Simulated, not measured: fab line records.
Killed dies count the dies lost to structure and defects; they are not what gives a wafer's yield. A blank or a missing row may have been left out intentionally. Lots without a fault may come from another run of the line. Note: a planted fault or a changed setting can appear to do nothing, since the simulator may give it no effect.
Split-lot study / flow n5 finfet / route with 1938 steps; 7 lots, 21 wafers read

ON THE SPLIT
At N5_BEOL_M11_COAT_22 (resist thk 90 nm), the setting spin rpm was moved away from the recipe's 1500 rpm on 10 of the 21 wafers read, by -7.7% to +11.1%. For the rest of the wafers, this setting stayed at what the recipe calls for.

FROM THE SPLIT TO THE READING: what the file shows between them, 4 steps
- N5_BEOL_M11_EBR_24
- N5_BEOL_M11_SOFTBAKE_23: time 60 s
- N5_BEOL_M11_EXPOSE_25: exposes mask V10
- N5_BEOL_M11_PEB_26: peb time 60 s

THE READING
CAR-ArF_of_BEOL_M11_COAT_22.thk nm (the simulator's own value, which no gauge read), in nm, at N5_BEOL_M11_DEVELOP_27 (develop time 30 s). The file does not state a usual value for it. The 11 wafers here that ran the recipe average 88.2 nm, standard deviation 0.23 nm.

wafer=L080.1; tool, chamber at the split=litho track-01, 0; spin rpm as run, rpm=1500; against the recipe=recipe; CAR-ArF_of_BEOL_M11_COAT_22.thk nm, nm=88.6; against lot-mates on the recipe=-
wafer=L080.6; tool, chamber at the split=litho track-01, 0; spin rpm as run, rpm=1500; against the recipe=recipe; CAR-ArF_of_BEOL_M11_COAT_22.thk nm, nm=88.6; against lot-mates on the recipe=-
wafer=L080.3; tool, chamber at the split=litho track-01, 0; spin rpm as run, rpm=1500; against the recipe=recipe; CAR-ArF_of_BEOL_M11_COAT_22.thk nm, nm=88.4; against lot-mates on the recipe=-
wafer=L084.1; tool, chamber at the split=litho track-03, 0; spin rpm as run, rpm=1665; against the recipe=+11.0%; CAR-ArF_of_BEOL_M11_COAT_22.thk nm, nm=83.6; against lot-mates on the recipe=-4.4
wafer=L084.3; tool, chamber at the split=litho track-03, 0; spin rpm as run, rpm=1665; against the recipe=+11.0%; CAR-ArF_of_BEOL_M11_COAT_22.thk nm, nm=83.4; against lot-mates on the recipe=-4.6
wafer=L084.6; tool, chamber at the split=litho track-03, 0; spin rpm as run, rpm=1500; against the recipe=recipe; CAR-ArF_of_BEOL_M11_COAT_22.thk nm, nm=88; against lot-mates on the recipe=-
wafer=L083.2; tool, chamber at the split=litho track-02, 0; spin rpm as run, rpm=1424; against the recipe=-5.1%; CAR-ArF_of_BEOL_M11_COAT_22.thk nm, nm=90.6; against lot-mates on the recipe=+2.2
wafer=L083.4; tool, chamber at the split=litho track-02, 0; spin rpm as run, rpm=1424; against the recipe=-5.1%; CAR-ArF_of_BEOL_M11_COAT_22.thk nm, nm=90.6; against lot-mates on the recipe=+2.2
wafer=L083.6; tool, chamber at the split=litho track-02, 0; spin rpm as run, rpm=1500; against the recipe=recipe; CAR-ArF_of_BEOL_M11_COAT_22.thk nm, nm=88.4; against lot-mates on the recipe=-
wafer=L086.1; tool, chamber at the split=litho track-01, 0; spin rpm as run, rpm=1500; against the recipe=recipe; CAR-ArF_of_BEOL_M11_COAT_22.thk nm, nm=88; against lot-mates on the recipe=-
wafer=L086.4; tool, chamber at the split=litho track-01, 0; spin rpm as run, rpm=1446; against the recipe=-3.6%; CAR-ArF_of_BEOL_M11_COAT_22.thk nm, nm=89.8; against lot-mates on the recipe=+1.8
wafer=L086.6; tool, chamber at the split=litho track-01, 0; spin rpm as run, rpm=1446; against the recipe=-3.6%; CAR-ArF_of_BEOL_M11_COAT_22.thk nm, nm=89.8; against lot-mates on the recipe=+1.8
wafer=L090.1; tool, chamber at the split=litho track-02, 0; spin rpm as run, rpm=1584; against the recipe=+5.6%; CAR-ArF_of_BEOL_M11_COAT_22.thk nm, nm=85.6; against lot-mates on the recipe=-2.4
wafer=L090.3; tool, chamber at the split=litho track-02, 0; spin rpm as run, rpm=1584; against the recipe=+5.6%; CAR-ArF_of_BEOL_M11_COAT_22.thk nm, nm=85.6; against lot-mates on the recipe=-2.4
wafer=L090.5; tool, chamber at the split=litho track-02, 0; spin rpm as run, rpm=1500; against the recipe=recipe; CAR-ArF_of_BEOL_M11_COAT_22.thk nm, nm=88; against lot-mates on the recipe=-
wafer=L093.2; tool, chamber at the split=litho track-01, 0; spin rpm as run, rpm=1500; against the recipe=recipe; CAR-ArF_of_BEOL_M11_COAT_22.thk nm, nm=88; against lot-mates on the recipe=-
wafer=L093.3; tool, chamber at the split=litho track-01, 0; spin rpm as run, rpm=1385; against the recipe=-7.7%; CAR-ArF_of_BEOL_M11_COAT_22.thk nm, nm=92; against lot-mates on the recipe=+3.9
wafer=L093.5; tool, chamber at the split=litho track-01, 0; spin rpm as run, rpm=1500; against the recipe=recipe; CAR-ArF_of_BEOL_M11_COAT_22.thk nm, nm=88.2; against lot-mates on the recipe=-
wafer=L097.2; tool, chamber at the split=litho track-01, 0; spin rpm as run, rpm=1500; against the recipe=recipe; CAR-ArF_of_BEOL_M11_COAT_22.thk nm, nm=88; against lot-mates on the recipe=-
wafer=L097.3; tool, chamber at the split=litho track-01, 0; spin rpm as run, rpm=1500; against the recipe=recipe; CAR-ArF_of_BEOL_M11_COAT_22.thk nm, nm=88.2; against lot-mates on the recipe=-
wafer=L097.5; tool, chamber at the split=litho track-01, 0; spin rpm as run, rpm=1666; against the recipe=+11.1%; CAR-ArF_of_BEOL_M11_COAT_22.thk nm, nm=83.4; against lot-mates on the recipe=-4.7

FIT RESULTS
A straight line over all 21 wafers: CAR-ArF_of_BEOL_M11_COAT_22.thk nm changes by -0.447 nm for each +1% of spin rpm; r = -1.00; the points scatter about the line by 0.21 nm.
The same after taking each lot's own level away (the mean of its wafers on the recipe; 21 wafers): -0.434 nm for each +1%; r = -1.00; scatter 0.17 nm.
That fit puts the effect of the largest move of spin rpm on the reading at 4.8 nm.
The lots' own levels span 88.00 to 88.53 nm, that is 2.3 times the standard deviation above.
The two slopes agree, so the slope changes little with the lot-to-lot level.
Check: -4.73 nm against its lot-mates is what the line predicts for one of the wafers moved furthest among these (+11.1%) when that wafer is left out of the fit. Against them it came out at -4.7 nm.

OTHER SPLITS APPLIED TO THESE WAFERS
Note: prior to the reading, these wafers also went through further splits. Each is held against what the fit with the lots' levels taken away leaves over:
other split on the same wafers=N5_BEOL_M8_DEP_56 time s; wafers away from the commonest value=5; r with CAR-ArF_of_BEOL_M11_COAT_22.thk nm (lot level and that fit taken away)=+0.25
other split on the same wafers=N5_BEOL_M11_COAT_59 spin rpm; wafers away from the commonest value=7; r with CAR-ArF_of_BEOL_M11_COAT_22.thk nm (lot level and that fit taken away)=+0.12
other split on the same wafers=N5_BEOL_M11_EXPOSE_08 dose mj; wafers away from the commonest value=3; r with CAR-ArF_of_BEOL_M11_COAT_22.thk nm (lot level and that fit taken away)=+0.10
other split on the same wafers=N5_BEOL_M11_ETCH_62 time s; wafers away from the commonest value=8; r with CAR-ArF_of_BEOL_M11_COAT_22.thk nm (lot level and that fit taken away)=+0.09

THE WHOLE CHAIN: every reading that the file lists as answering this split, in the file's order
step=N5_BEOL_M11_COAT_22; what it does=resist thk 90 nm; reading=CAR-ArF_of_BEOL_M11_COAT_22.thk nm (the simulator's own value, which no gauge read); change (the file's fit)=-0.429 nm for each +1% of the setting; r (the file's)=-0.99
step=N5_BEOL_M11_DEVELOP_27; what it does=develop time 30 s; reading=CAR-ArF_of_BEOL_M11_COAT_22.thk nm (the simulator's own value, which no gauge read); change (the file's fit)=-0.436 nm for each +1% of the setting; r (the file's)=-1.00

FILE'S OWN FIT
CAR-ArF_of_BEOL_M11_COAT_22.thk nm changes by -0.436 nm for each +1% of spin rpm, r = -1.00.
